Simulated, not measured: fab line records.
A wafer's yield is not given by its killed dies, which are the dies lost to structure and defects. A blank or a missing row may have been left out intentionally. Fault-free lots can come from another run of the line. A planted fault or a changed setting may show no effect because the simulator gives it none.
Comparing a struck lot with a sound one || flow nand harc || 14 steps out of a route of 1159
Sound: wafers L923.2, L923.4, L923.5. Struck: wafers L931.1, L931.3, L931.6. The cause is given at the end.
At each step with rows: each side's tool, then ch and its chambers, then its first start. Under that, the readings that differ: sound wafers || struck wafers || difference of the means || sigmas: that difference in standard deviations of wafers without a fault.
alike: a reading whose means differ by less than 2 such deviations, as well as words and numbers matching on both sides. not compared: withheld readings; readings where some wafer has no value; bounds like >300 that might hide an equal value; numbers whose values overlap and for which the record gives no deviation.
The two part at a step that has a row with sigmas, a row that says differs or no value, or rows on one side only. When numbers do not overlap yet have no deviation, they are printed without sigmas and do not part them. Lack of a reading on every wafer of one side parts them only where that side has two or more wafers.

NHARC_A_M1_PRE_CLEAN_32: time 12 s.
  sound on pecvd-02 ch 0,2, day 20 07:47; struck on pecvd-04 ch 0,2, day 22 11:54
{"reading": "heater power w (W)", "sound": "531 522 626", "struck": "774 781 810", "difference": "+229", "sigmas": "+3"}
NHARC_A_M1_DEP_33: deposits SiCN, target thk 30 nm.
  sound on pecvd-02 ch 0,2, day 20 07:52; struck on pecvd-04 ch 0,2, day 22 12:01
{"reading": "heater power w (W)", "sound": "502 497 582", "struck": "623 731 748", "difference": "+174", "sigmas": "+2"}
NHARC_A_BONDPAD_DEP_00: deposits SiCN, target thk 250 nm.
  sound on pecvd-03 ch 0,1,2, day 20 08:28; struck on pecvd-01 ch 1,2, day 22 12:44
  alike: heater power w
NHARC_A_BONDPAD_CMP_29: polishes SiCN, target thk 200 nm.
  sound on cmp-02 ch 0,1,3, day 20 08:51; struck on cmp-02 ch 0,1, day 22 13:05
  alike: motor current A, retaining ring pressure frac
NHARC_A_BONDPAD_THK_MEAS_30: measures by ellipsometry.
  sound: film metro-02 at day 20 09:05; struck: film metro-01 at day 22 13:20
  alike: thk nm
then, 7 steps without rows for these wafers: NHARC_A_BONDPAD_SRD_31; NHARC_A_BONDPAD_DEHYDRATE_01 (time 120 s); NHARC_A_BONDPAD_HMDS_02 (time 30 s); NHARC_A_BONDPAD_COAT_33 (time 65 s); NHARC_A_BONDPAD_COAT_03 (resist thk 600 nm); NHARC_A_BONDPAD_SOFTBAKE_04 (time 70 s); NHARC_A_BONDPAD_EBR_05.
NHARC_A_BONDPAD_EXPOSE_06: exposes mask A BPAD.
  struck on krf scanner-02, day 22 13:46; sound on krf scanner-01 ch 0, day 20 09:23
  no value came back on the struck wafers for exposure dose mJ cm2, focus offset nm (nm); on the sound wafers exposure dose mJ cm2 reads 36.94 36.96 36.98
  alike: mask
then, 1 step without rows for these wafers: NHARC_A_BONDPAD_PEB_07 (peb time 80 s).

## WHERE THEY PART
Earliest at NHARC_A_M1_PRE_CLEAN_32; latest, in this record, at NHARC_A_BONDPAD_EXPOSE_06.

WHY: what the simulator had put in
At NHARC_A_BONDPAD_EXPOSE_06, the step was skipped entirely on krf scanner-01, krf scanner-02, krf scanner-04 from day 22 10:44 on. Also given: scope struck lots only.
